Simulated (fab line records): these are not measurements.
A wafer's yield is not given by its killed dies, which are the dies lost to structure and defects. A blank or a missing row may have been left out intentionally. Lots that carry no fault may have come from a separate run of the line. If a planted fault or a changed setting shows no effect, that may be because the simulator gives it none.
Matching of chambers    flow n5-finfet    N5_BEOL_M6_ETCH_61 on rie-diel-01 has 4 sister chambers
The step etches SiARC in CF4, target depth 45.5 nm, time 75.8 s. 16 wafers are shown with their chamber, then 8 later ones without.

== EACH WAFER AND ITS CHAMBER ==
wafer   chamber  drypump-motor-current-A (A)  throttle-valve-pct (%)  oes-product-au (a.u.)
L074.3  2        5.7                          15.97                   0.64
L074.4  3        5.8                          15.61                   0.64
L074.6  0        6.2                          16.10                   0.58
L080.4  3        5.7                          15.63                   0.63
L080.5  1        6.6                          15.01                   0.77
L080.6  2        5.7                          16.01                   0.63
L081.3  0        6.2                          15.64                   0.84
L081.5  3        5.7                          15.63                   0.63
L081.6  0        6.3                          15.64                   0.84
L084.1  0        6.2                          15.65                   0.82
L084.4  3        5.7                          15.65                   0.62
L084.6  2        5.7                          16.02                   0.63
L085.1  0        6.2                          15.66                   0.82
L085.2  3        5.7                          15.66                   0.63
L085.3  2        5.7                          16.03                   0.62
L092.1  0        6.3                          15.71                   0.79

SIGNATURES (means of the wafers above)
reading                  chamber 0  chamber 1  chamber 2  chamber 3  scatter within a chamber
drypump-motor-current-A  6.233      6.600      5.700      5.720      0.0422
throttle-valve-pct       15.7333    15.0100    16.0075    15.6360    0.118
oes-product-au           0.7817     0.7700     0.6300     0.6300     0.0651
Rule: distance of a wafer from a chamber = root of the sum over the readings of ((wafer's reading minus chamber's mean) / reading's scatter) squared. The wafer belongs to the nearest chamber; if the next one is less than 2 further off, it can't be placed. The scatter is the square root of a quotient: the sum, over the shown wafers, of each reading's squared deviation from its chamber's mean, divided by wafers minus chambers.

== WAFERS MISSING THEIR CHAMBER ==
wafer   drypump-motor-current-A (A)  throttle-valve-pct (%)  oes-product-au (a.u.)
L092.2  5.7                          16.06                   0.61
L092.3  5.7                          15.68                   0.61
L096.3  6.3                          15.71                   0.78
L096.5  5.7                          16.08                   0.61
L096.6  6.5                          15.06                   0.73
L097.2  5.7                          15.72                   0.62
L097.3  5.7                          16.08                   0.61
L097.5  6.5                          15.07                   0.72

== CHAMBER TAKEN BY EACH ==
wafer   from the rows above      in truth
L092.2  2                        2
L092.3  3                        3
L096.3  0                        0
L096.5  2                        2
L096.6  1                        1
L097.2  can't be placed: 3 or 2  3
L097.3  2                        2
L097.5  1                        1
Placed correctly: 7 of 8. Unplaceable from these rows: 1, with the true chamber sitting among the candidates in 1. Wrongly placed: 0.
